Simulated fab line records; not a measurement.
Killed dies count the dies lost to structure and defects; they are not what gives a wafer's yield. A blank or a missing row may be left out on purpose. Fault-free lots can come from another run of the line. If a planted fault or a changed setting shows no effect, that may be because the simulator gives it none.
Chamber matching / flow nandHarc / rieDiel-04 running NHARC_A_BLC_DESCUM_15: 4 sister chambers
The step chemistry O2, time 3 s. 4 wafers are shown with their chamber, then 7 later ones without.

== WAFERS PAIRED WITH THEIR CHAMBERS ==
wafer=L520.3; chamber=1; drypumpMotorCurrentA (A)=6.2
wafer=L523.5; chamber=3; drypumpMotorCurrentA (A)=5.9
wafer=L533.1; chamber=2; drypumpMotorCurrentA (A)=5.5
wafer=L533.3; chamber=0; drypumpMotorCurrentA (A)=5.5

== WAFERS WITH NO CHAMBER GIVEN ==
wafer=L533.6; drypumpMotorCurrentA (A)=5.5
wafer=L538.1; drypumpMotorCurrentA (A)=5.9
wafer=L538.2; drypumpMotorCurrentA (A)=5.4
wafer=L538.3; drypumpMotorCurrentA (A)=5.4
wafer=L539.2; drypumpMotorCurrentA (A)=5.5
wafer=L539.3; drypumpMotorCurrentA (A)=5.9
wafer=L539.6; drypumpMotorCurrentA (A)=5.5

== CHAMBER TAKEN BY EACH ==
wafer=L533.6; from the rows above=can't be placed: 0 or 2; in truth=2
wafer=L538.1; from the rows above=3; in truth=3
wafer=L538.2; from the rows above=can't be placed: 0 or 2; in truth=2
wafer=L538.3; from the rows above=can't be placed: 0 or 2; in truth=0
wafer=L539.2; from the rows above=can't be placed: 0 or 2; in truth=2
wafer=L539.3; from the rows above=3; in truth=3
wafer=L539.6; from the rows above=can't be placed: 0 or 2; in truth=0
Placed correctly: 2 of 7. These rows do not allow placing 5 (true chamber among the candidates in 5). Wrongly placed: 0.
How it was worked out, from the rows above alone: a wafer's distance from a chamber is the root of the sum, over the readings, of the square of ((its reading less the chamber's mean) divided by the reading's scatter). If the next closest chamber is less than 2 further off than the closest, the wafer can't be placed; otherwise it belongs to the closest. For every chamber, the mean is computed from those of its wafers that are shown. The scatter: root of mean squared gap, hidden wafer to nearest shown wafer, with one shown wafer a chamber.
